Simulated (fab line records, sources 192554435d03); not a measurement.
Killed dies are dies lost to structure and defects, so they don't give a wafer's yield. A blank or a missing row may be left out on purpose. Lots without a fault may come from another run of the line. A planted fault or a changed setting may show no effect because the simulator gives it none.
Tool commonality check | flow n5_finfet | 8 lots, 23 wafers sampled

WHY IT WAS OPENED
At N5_BEOL_M4_RC_MEAS_101 the reading VT_P_LONG is flagged on 3 of 8 lots. Wafers without a fault read -275.2 mV, standard deviation 2.8.
Rule: a lot is flagged when every wafer of it that has a number lies more than 4 standard deviations from that mean, or none has a number. The other lots count as sound.

lot  | measured     | on        | VT_P_LONG (mV), wafer by wafer | flag
L981 | day 8 12:22  | prober-01 | -270.9 -269.7 -268.7           |
L982 | day 8 21:15  | prober-02 | -278.0 -280.3 -278.5           |
L987 | day 10 03:35 | prober-01 | -277.9 -276.8 -273.2           |
L989 | day 10 06:41 | prober-01 | -279.6 -275.2 -279.4           |
L999 | day 12 21:49 | prober-01 | -497.6 -494.7 -492.9           | FLAGGED
L100 | day 12 22:44 | prober-01 | -494.8 -496.0 -496.1           | FLAGGED
L998 | day 13 13:41 | prober-02 | -493.2 -496.3 -495.0           | FLAGGED
L104 | day 14 06:51 | prober-02 | -280.8 -279.6                  |
The numbers of the flagged lots are -495.2 mV on average: -220.0 mV against the usual, or -79 standard deviations.

WHICH TOOL RAN EACH LOT
The record holds 4 process steps before the reading, out of a route of 1938 steps. In each cell: the tool, then ch and the chambers that the sampled wafers went through, then the start.
lot  | flag    | N5_ZERO_LAYER_ETCH_17             | N5_ZERO_LAYER_STRIP_24              | N5_PMOS_HMC_CHANNEL_EPI_FIN_RECESS_16 | N5_FIN_SAQP_PECVD_48
L981 |         | rie_diel-06 ch 0,2, day 1 12:50   | plasma_asher-01 ch 0,1, day 1 13:02 | rie_si-03 ch 1,2, day 1 17:44         | pecvd-02 ch 0,2, day 1 21:04
L982 |         | rie_diel-04 ch 0,1,2, day 1 18:43 | plasma_asher-02 ch 1, day 1 18:54   | rie_si-02 ch 1,2,3, day 1 23:32       | pecvd-04 ch 0,1, day 2 03:34
L987 |         | rie_diel-03 ch 2,3, day 3 00:50   | plasma_asher-01 ch 0,1, day 3 01:10 | rie_si-04 ch 0,2,3, day 3 06:02       | pecvd-02 ch 0,1,2, day 3 09:03
L989 |         | rie_diel-04 ch 1,3, day 3 12:43   | plasma_asher-01 ch 0,1, day 3 12:53 | rie_si-03 ch 1,2,3, day 3 17:47       | pecvd-01 ch 0,1,2, day 3 21:04
L999 | FLAGGED | rie_diel-06 ch 0,1,3, day 6 01:02 | plasma_asher-02 ch 0,1, day 6 01:12 | rie_si-03 ch 1,2,3, day 6 05:53       | pecvd-01 ch 0,1, day 6 10:25
L100 | FLAGGED | rie_diel-06 ch 0,2,3, day 6 06:48 | plasma_asher-01 ch 0,1, day 6 06:58 | rie_si-03 ch 0,2,3, day 6 12:58       | pecvd-04 ch 0,1, day 6 16:34
L998 | FLAGGED | rie_diel-03 ch 0,2,3, day 5 18:51 | plasma_asher-01 ch 0,1, day 5 19:01 | rie_si-03 ch 0,1,3, day 6 00:02       | pecvd-01 ch 0,1,2, day 6 03:25
L104 |         | rie_diel-06 ch 0,2, day 7 06:44   | plasma_asher-02 ch 0,1, day 7 06:55 | rie_si-02 ch 1,2, day 7 12:14         | pecvd-04 ch 2, day 7 15:29
What these steps do:
- N5_ZERO_LAYER_ETCH_17: etches SiO2 in CF4, target depth 12 nm, time 13.3 s.
- N5_ZERO_LAYER_STRIP_24: strips in O2.
- N5_PMOS_HMC_CHANNEL_EPI_FIN_RECESS_16: chemistry HBr/Cl2, target Si, target depth 54 nm, time 18 s.
- N5_FIN_SAQP_PECVD_48: deposits SiNx from SiH4/NH3/N2, target thk 25 nm, time 22.1 s.
- N5_BEOL_M4_RC_MEAS_101

FLAGGED OVER TOTAL, TOOL BY TOOL (the gauges that took the reading come last)
step                                  | tool            | lots run | flagged | share of the flagged lots | sound lots run after its first flagged lot
N5_ZERO_LAYER_ETCH_17                 | rie_diel-03     | 2        | 1       | some                      | 0
N5_ZERO_LAYER_ETCH_17                 | rie_diel-04     | 2        | 0       | none                      | -
N5_ZERO_LAYER_ETCH_17                 | rie_diel-06     | 4        | 2       | some                      | 1 (L104)
N5_ZERO_LAYER_STRIP_24                | plasma_asher-01 | 5        | 2       | some                      | 0
N5_ZERO_LAYER_STRIP_24                | plasma_asher-02 | 3        | 1       | some                      | 1 (L104)
N5_PMOS_HMC_CHANNEL_EPI_FIN_RECESS_16 | rie_si-02       | 2        | 0       | none                      | -
N5_PMOS_HMC_CHANNEL_EPI_FIN_RECESS_16 | rie_si-03       | 5        | 3       | all                       | 0
N5_PMOS_HMC_CHANNEL_EPI_FIN_RECESS_16 | rie_si-04       | 1        | 0       | none                      | -
N5_FIN_SAQP_PECVD_48                  | pecvd-01        | 3        | 2       | some                      | 0
N5_FIN_SAQP_PECVD_48                  | pecvd-02        | 2        | 0       | none                      | -
N5_FIN_SAQP_PECVD_48                  | pecvd-04        | 3        | 1       | some                      | 1 (L104)
N5_BEOL_M4_RC_MEAS_101                | prober-01       | 5        | 2       | some                      | 0
N5_BEOL_M4_RC_MEAS_101                | prober-02       | 3        | 1       | some                      | 1 (L104)

WHAT THE TABLE ALLOWS
1 row of the table ran every flagged lot: rie_si-03 at N5_PMOS_HMC_CHANNEL_EPI_FIN_RECESS_16.
- rie_si-03 at N5_PMOS_HMC_CHANNEL_EPI_FIN_RECESS_16: 3 of its 5 lots flagged. Its last sound lot is L989 (day 3 17:47), its first flagged lot L998 (day 6 00:02): a fault that began between those two fits. On the flagged lots its readings are blank where sound lots have values: HBr_flow_sccm, bias_w, drypump_motor_current_A, oes_product_au and 1 more.
One tool is left: rie_si-03 at N5_PMOS_HMC_CHANNEL_EPI_FIN_RECESS_16.

WHAT THE SIMULATOR HAD PUT IN
Skipped step whole: rie_si-03, from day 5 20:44 on, at N5_PMOS_HMC_CHANNEL_EPI_FIN_RECESS_16. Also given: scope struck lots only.
Lots struck among those shown: L999, L100, L998. The rule above found the same.
